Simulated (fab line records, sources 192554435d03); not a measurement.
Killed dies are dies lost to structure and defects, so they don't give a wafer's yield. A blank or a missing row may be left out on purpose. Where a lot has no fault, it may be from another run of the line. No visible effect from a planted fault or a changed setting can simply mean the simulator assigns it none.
Struck lot and sound lot, side by side	flow n5-finfet	39 steps out of a route of 1938
Sound: wafers L262.1, L262.3, L262.5. Struck: wafers L277.1, L277.4. (L277.6 of the same lot was not struck and is left out.) The cause comes at the end.
Each step with rows lists, per side, the tool, then ch with its chambers, then its first start. Under that, the readings that differ: sound wafers	struck wafers	difference of the means	sigmas: that difference in standard deviations of wafers without a fault.
alike: readings whose means differ by less than 2 such deviations, and words and numbers that are the same on both sides. not compared: withheld readings, readings that some wafer has no value for, bounds like >300 that may hide the same value, and numbers for which the record gives no deviation and whose values overlap.
Wherever a step has rows on one side only, a row that says differs or no value, or a row with sigmas, the two part there. Non-overlapping numbers with no deviation appear without sigmas and do not part them. Lack of a reading on every wafer of one side parts them only where that side has two or more wafers.

first, 9 steps without rows for these wafers: N5_SDB_CMP_30 (polishes, stops on poly-Si, t overpolish 1.54 s, target thk 30 nm); N5_DUMMY_REMOVAL_HM_STRIP_01 (strips SiNx in CH3F/O2, stops on poly-Si, target depth 4 nm, time 6.8 s); N5_DUMMY_REMOVAL_STRIP_10 (strips in N2/H2, time 40 s); N5_DUMMY_REMOVAL_PRECLEAN_07 (cleans in dHF, time 30 s); N5_DUMMY_REMOVAL_DUMMY_REMOVE_02 (chemistry TMAH, target poly-Si, stops on SiO2, target depth 142 nm, time 57 s, rinse time 30 s); N5_DUMMY_REMOVAL_PRECLEAN_08 (cleans in NF3:NH3, afs cycles 2, time 20 s, sublimation time 60 s); N5_DUMMY_REMOVAL_PRECLEAN_04 (cleans in DHF, time 37 s); N5_DUMMY_REMOVAL_SRD_05 (time 30 s); N5_HKMG_FIN_IL_REGROW_00 (material SiO2, chemistry O3, target thk 0.75 nm, time 30 s).
N5_HKMG_FIN_HK_ALD_01: deposits HfO2, target thk 1.6 nm, pulse time 3 s, purge time 3 s.
  sound on ald-hk-02 ch 0,1,2, day 4 13:16; struck on ald-hk-02 ch 1,2, day 8 02:08
reading	sound	struck	difference	sigmas
ald-cycles	30 30 30	21 21	-9	
model.HfO2_of_HKMG_FIN_HK_ALD_01.thk-nm (nm)	1.6 1.6 1.6	1.2 1.2	-0.4	
  alike: precursor-pulse-height-rel
then, 26 steps without rows for these wafers: N5_HKMG_FIN_HK_ANNEAL_02 (time 30 s); N5_HKMG_FIN_ALD_74 (deposits La2O3, target thk 0.5 nm, pulse time 6 s, co reactant pulse time 1 s); N5_HKMG_FIN_ALD_75 (deposits Al2O3, target thk 1 nm, co reactant pulse time 1 s); N5_HKMG_FIN_COAT_41 (time 60 s, resist thk 300 nm); N5_HKMG_FIN_COAT_42 (time 60 s, resist thk 35 nm); N5_HKMG_FIN_COAT_43 (resist thk 90 nm); N5_HKMG_FIN_EBR_45; N5_HKMG_FIN_SOFTBAKE_44 (time 60 s); N5_HKMG_FIN_EXPOSE_46 (exposes mask NDIPOLE); N5_HKMG_FIN_PEB_47 (peb time 60 s); N5_HKMG_FIN_DEVELOP_48 (develop time 30 s); N5_HKMG_FIN_DESCUM_53 (chemistry O2, time 7.9 s); N5_HKMG_FIN_ETCH_54 (etches SiARC in CF4, target depth 45.5 nm, time 75.8 s); N5_HKMG_FIN_ETCH_55 (etches SOC in N2/H2, target depth 240 nm, time 300 s); N5_HKMG_FIN_STRIP_56 (strips in N2/H2); N5_HKMG_FIN_STRIP_57 (strips in CF4); N5_HKMG_FIN_ETCH_58 (etches SOC in N2/H2, target depth 215.8 nm, time 741 s); N5_HKMG_FIN_STRIP_93 (strips SOC in N2/H2, time 20 s); N5_HKMG_FIN_WET_ETCH_76 (etches Al2O3 in dNH4OH, stops on La2O3, target depth 2.25 nm, rinse time 30 s); N5_HKMG_FIN_STRIP_60 (strips in N2/H2, time 360 s); N5_HKMG_FIN_WET_ETCH_77 (etches La2O3 in dHCl, stops on HfO2, target depth 2 nm); N5_HKMG_FIN_WET_ETCH_78 (etches Al2O3 in dNH4OH, stops on La2O3, target depth 4.5 nm, rinse time 30 s); N5_HKMG_FIN_ALD_79 (deposits TiN, target thk 1.5 nm, pulse time 1 s, purge time 3 s); N5_HKMG_FIN_CVD_62 (deposits a-Si from Si2H6, target thk 3 nm, time 20.8 s); N5_HKMG_FIN_RTA_80 (time 2 s); N5_HKMG_FIN_PRECLEAN_64 (cleans in dHF, time 30 s).
N5_HKMG_FIN_THK_MEAS_70: measures by xrf.
  sound on film-metro-01 at day 4 17:11; struck on film-metro-01 at day 8 05:37
reading	sound	struck	difference	sigmas
HK_THK (nm)	1.643 1.622 1.622	1.117 1.143	-0.499	-21
-- here the record skips 7 days between the struck wafers' starts before and after, leaving off in module HKMG_FIN and picking up in module BEOL_M4 (first step shown: number 1111 of the route) --
N5_BEOL_M4_RC_MEAS_101:
  sound on prober-02 ch 0, day 9 01:35; struck on prober-02 ch 0, day 14 19:55
reading	sound	struck	difference	sigmas
DIBL_P (mV/V)	38.0 39.2 39.6	34.6 33.2	-5.0	-2
EOT_N	10.33 10.41 10.33	9.53 9.64	-0.77	-8
EOT_P	10.42 10.48 10.27	9.48 9.53	-0.89	-9
IGATE_N (nA/um)	0.0150 0.0134 0.0168	0.3854 0.2979	+0.3266	+99 or more
IGATE_P (nA/um)	0.0045 0.0040 0.0050	0.1163 0.0893	+0.0983	+99 or more
IOFF_P (nA/um)	0.26 0.28 0.30	0.18 0.16	-0.11	-3
VT_P (mV)	-246.5 -244.1 -244.3	-253.0 -253.8	-8.4	-3
  alike: DIBL_N, IOFF_N, ION_N, ION_P, SS_N, SS_P, VT_N
-- the record jumps here: 4 days lie between the struck wafers' starts before and after (it left off in module BEOL_M4 and takes up again in module PASSIVATION, whose first step shown is number 1936 of the route) --
N5_PASSIVATION_PROBE_49:
  sound on prober-02 at day 14 05:35; struck on prober-01 at day 19 01:07
reading	sound	struck	difference	sigmas
sort_bin_4_leakage (%)	0 0 0	92.03 91.78	+91.91	+99 or more
sort-n-pass	1090 1085 1112	0 0	-1096	-61
sort-yield-pct (%)	92.4 91.9 94.2	0 0	-93	-62
  alike: defect-limited-yield, killed_at_M0_to_M3, killed_at_M4_up, killed-at-contacts, killed-at-front-end, killed-at-other, killed-dies, killed-open, killed-short, sort_bin_5_function, sort_bin_6_memory

== WHERE THEY PART ==
Earliest at N5_HKMG_FIN_THK_MEAS_70; latest, in this record, at N5_PASSIVATION_PROBE_49.

WHY: whatever the simulator had introduced
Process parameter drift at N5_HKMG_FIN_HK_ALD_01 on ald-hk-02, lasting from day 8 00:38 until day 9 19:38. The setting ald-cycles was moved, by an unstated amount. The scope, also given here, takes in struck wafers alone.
